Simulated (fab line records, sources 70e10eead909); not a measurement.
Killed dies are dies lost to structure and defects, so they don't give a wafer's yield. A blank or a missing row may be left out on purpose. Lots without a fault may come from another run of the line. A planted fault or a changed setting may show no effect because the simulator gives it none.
Problem report in the 8D (eight disciplines) form, filled by code | flow nand_harc | the parts of the form that need people (team, actions taken, sign-off) are left out

1. THE PROBLEM
cd_nm at NHARC_A_BLC_CD_MEAS_10 reads a mean of 105.2 nm on 6 wafers of 3 lots; wafers without a fault read 100.2 nm with a standard deviation of 0.44. That is +11 standard deviations from the usual mean.
The step: target cd 100 nm.
First seen on wafer L135.3, day 19 09:57, on cd_sem-01. The record holds 20 wafers of 7 lots with a number at this step. Rule for "out", or "out of limits": more than 4 standard deviations from the usual mean. The other wafers with a number count as sound.

2. WHAT IT IS AND WHAT IT IS NOT
question                    | is                                             | is not
which readings at this step | cd_nm                                          | -
which lots                  | L135, L137, L140                               | L128, L130, L146, L147
which wafers of those lots  | L135.3, L135.4, L137.3, L137.4, L140.3, L140.4 | L135.2, L140.1
read on which gauges        | cd_sem-01, cd_sem-03                           | cd_sem-02
when                        | from day 19 09:57                              | up to then (7 sound wafers); but 7 sound wafers of L140, L146, L147 came after

3. SUSPECTS, AND WHAT RULES EACH OUT
Counting: a tool at a process step up to the reading stays a suspect if it ran every lot that is out. Sound lots after the first of them don't rule it out here, since some wafers of a struck lot are sound.
- the gauge at NHARC_A_BLC_CD_MEAS_10: ruled out. The wafers that are out were read on 2 gauges (cd_sem-01, cd_sem-03).
- litho_track-04 at NHARC_A_BLC_PEB_08 (peb time 65 s): kept. It ran every lot that is out, first L135 (day 19 09:52); its last sound lot up to then is L130 (day 17 19:26).
Left after counting: litho_track-04 at NHARC_A_BLC_PEB_08.

4. THE CAUSE (what the simulator had put in)
Process parameter drift: litho_track-04, from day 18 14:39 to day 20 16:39, at NHARC_A_BLC_PEB_08. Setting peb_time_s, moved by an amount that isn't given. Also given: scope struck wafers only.
Counting left only this tool.

5. THE CHAIN OF EFFECTS, in route order
Each row: a reading whose mean over the struck wafers that have a number lies more than 3 standard deviations from the usual. Only readings for which the record gives a usual standard deviation are gone through. hours: the time from each lot's start at the first step in this table that gives one to its start at this step, as a median over the lots. sigmas: the change in usual standard deviations.
hours | step                   | reading | usual    | on struck wafers | change | sigmas
0     | NHARC_A_BLC_CD_MEAS_10 | cd_nm   | 100.2 nm | 105.2            | +5.0   | +11
1     | NHARC_A_BLC_CD_MEAS_19 | cd_nm   | 100.6 nm | 105.2            | +4.6   | +3.3
Later measuring or inspecting steps at which every struck wafer that the step has a row for has a number for every such reading, and none has moved that far: NHARC_A_BLC_OVL_MEAS_11, NHARC_A_BLC_INSPECT_12.

6. WHAT WOULD HAVE CAUGHT IT SOONER
In this record the first reading out of limits at a measuring or inspecting step was taken at day 19 09:57, 19 hours after the fault began at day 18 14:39.
Of the tool readings at NHARC_A_BLC_PEB_08 for which the record gives a usual standard deviation, none was out on any struck wafer, so an alarm limit of 4 standard deviations on them would not have fired.
Of the lots that are out (3), L137, L140 began NHARC_A_BLC_PEB_08 on litho_track-04 after day 19 09:57. A hold on the tool at that time would have spared those 2.
